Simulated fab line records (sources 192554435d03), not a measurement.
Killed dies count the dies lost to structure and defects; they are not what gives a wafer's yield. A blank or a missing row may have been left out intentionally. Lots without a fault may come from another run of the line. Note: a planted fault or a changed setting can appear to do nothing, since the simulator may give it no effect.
Chamber matching ; flow n5-finfet ; pecvd-04 running N5_FIN_SAQP_PECVD_06: 3 sister chambers
The step deposits a-Si from SiH4/He, target thk 60 nm, time 48.1 s. 3 wafers are shown with their chamber, then 9 later ones without.

## WAFERS WITH THEIR CHAMBER
wafer;chamber;showerhead-plenum-p-Torr (Torr)
L086.1;1;5.65
L086.3;2;5.60
L086.5;0;5.65

## WAFERS WHOSE CHAMBER IS MISSING
wafer;showerhead-plenum-p-Torr (Torr)
L089.1;5.65
L089.2;5.60
L089.3;5.66
L089.4;5.66
L089.5;5.60
L089.6;5.64
L095.2;5.60
L095.4;5.66
L095.6;5.68

## EACH ONE'S CHAMBER
wafer;from the rows above;in truth
L089.1;can't be placed: 0 or 1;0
L089.2;2;2
L089.3;can't be placed: 0 or 1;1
L089.4;can't be placed: 0 or 1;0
L089.5;2;2
L089.6;can't be placed: 0 or 1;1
L095.2;2;2
L095.4;can't be placed: 0 or 1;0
L095.6;can't be placed: 0 or 1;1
3 of 9 placed correctly. Not placeable from these rows: 6 (in 6, the candidates include the true chamber). Wrongly placed: 0.
How it was worked out, from the rows above alone: a wafer's distance from a chamber is the root of the sum, over the readings, of the square of ((its reading less the chamber's mean) divided by the reading's scatter). If the next closest chamber is less than 2 further off than the closest, the wafer can't be placed; otherwise it belongs to the closest. The mean given for a chamber averages the wafers shown for that chamber. The scatter: root of mean squared gap, hidden wafer to nearest shown wafer, with one shown wafer a chamber.
